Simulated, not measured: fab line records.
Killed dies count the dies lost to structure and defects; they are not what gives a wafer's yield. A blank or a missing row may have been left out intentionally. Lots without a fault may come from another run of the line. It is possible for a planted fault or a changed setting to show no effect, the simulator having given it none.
Chamber matching + flow nand-harc + NHARC_A_CONTACT_ETCH_97 on rie-diel-07 has 4 sister chambers
The step etches the open film in C4F6/O2, target depth 20 nm, time 10 s. 16 wafers are shown with their chamber, then 7 later ones without.

WAFERS, EACH WITH ITS CHAMBER
| wafer  | chamber | drypump-motor-current-A (A) | showerhead-plenum-p-Torr (Torr) | rf-vpp-V (V) |
|--------|---------|-----------------------------|---------------------------------|--------------|
| L154.4 | 2       | 5.4                         | 3.92                            | 546          |
| L154.5 | 2       | 5.3                         | 3.92                            | 545          |
| L154.6 | 1       | 5.8                         | 3.64                            | 541          |
| L155.3 | 0       | 4.8                         | 4.07                            | 551          |
| L155.4 | 1       | 5.8                         | 3.64                            | 542          |
| L155.5 | 3       | 5.1                         | 3.89                            | 546          |
| L161.2 | 0       | 4.8                         | 4.07                            | 551          |
| L161.3 | 2       | 5.4                         | 3.91                            | 545          |
| L161.6 | 0       | 4.8                         | 4.07                            | 549          |
| L162.1 | 3       | 5.1                         | 3.88                            | 546          |
| L162.2 | 1       | 5.8                         | 3.64                            | 542          |
| L173.1 | 1       | 5.8                         | 4.22                            | 552          |
| L173.2 | 0       | 4.8                         | 4.06                            | 549          |
| L173.4 | 2       | 5.4                         | 3.90                            | 547          |
| L174.1 | 3       | 5.1                         | 3.87                            | 547          |
| L174.2 | 2       | 5.4                         | 3.90                            | 546          |

SIGNATURES, as means of the wafers listed above
| reading                  | chamber 0 | chamber 1 | chamber 2 | chamber 3 | scatter within a chamber |
|--------------------------|-----------|-----------|-----------|-----------|--------------------------|
| drypump-motor-current-A  | 4.800     | 5.800     | 5.380     | 5.100     | 0.0258                   |
| showerhead-plenum-p-Torr | 4.0675    | 3.7850    | 3.9100    | 3.8800    | 0.145                    |
| rf-vpp-V                 | 550.00    | 544.25    | 545.80    | 546.33    | 2.71                     |
Rule: for each reading, subtract the chamber's mean from the wafer's reading, divide by that reading's scatter and square the result; add these up over the readings and take the root, which gives the wafer's distance from the chamber. The wafer belongs to the nearest chamber; if the next one is less than 2 further off, it can't be placed. The scatter: take each reading less its chamber's mean, square it, sum over the shown wafers, divide by the number of wafers less the number of chambers, and take the root.

WAFERS MISSING THEIR CHAMBER
| wafer  | drypump-motor-current-A (A) | showerhead-plenum-p-Torr (Torr) | rf-vpp-V (V) |
|--------|-----------------------------|---------------------------------|--------------|
| L174.5 | 4.8                         | 4.06                            | 549          |
| L175.2 | 5.8                         | 4.22                            | 552          |
| L175.3 | 5.4                         | 3.89                            | 547          |
| L175.4 | 5.1                         | 3.86                            | 544          |
| L177.1 | 5.4                         | 3.89                            | 546          |
| L177.2 | 5.1                         | 3.86                            | 545          |
| L177.3 | 5.8                         | 4.22                            | 553          |

WHICH CHAMBER EACH WENT THROUGH
| wafer  | from the rows above | in truth |
|--------|---------------------|----------|
| L174.5 | 0                   | 0        |
| L175.2 | 1                   | 1        |
| L175.3 | 2                   | 2        |
| L175.4 | 3                   | 3        |
| L177.1 | 2                   | 2        |
| L177.2 | 3                   | 3        |
| L177.3 | 1                   | 1        |
Correct placement for 7 of the 7. Left unplaced by these rows: 0. Wrongly placed: 0.
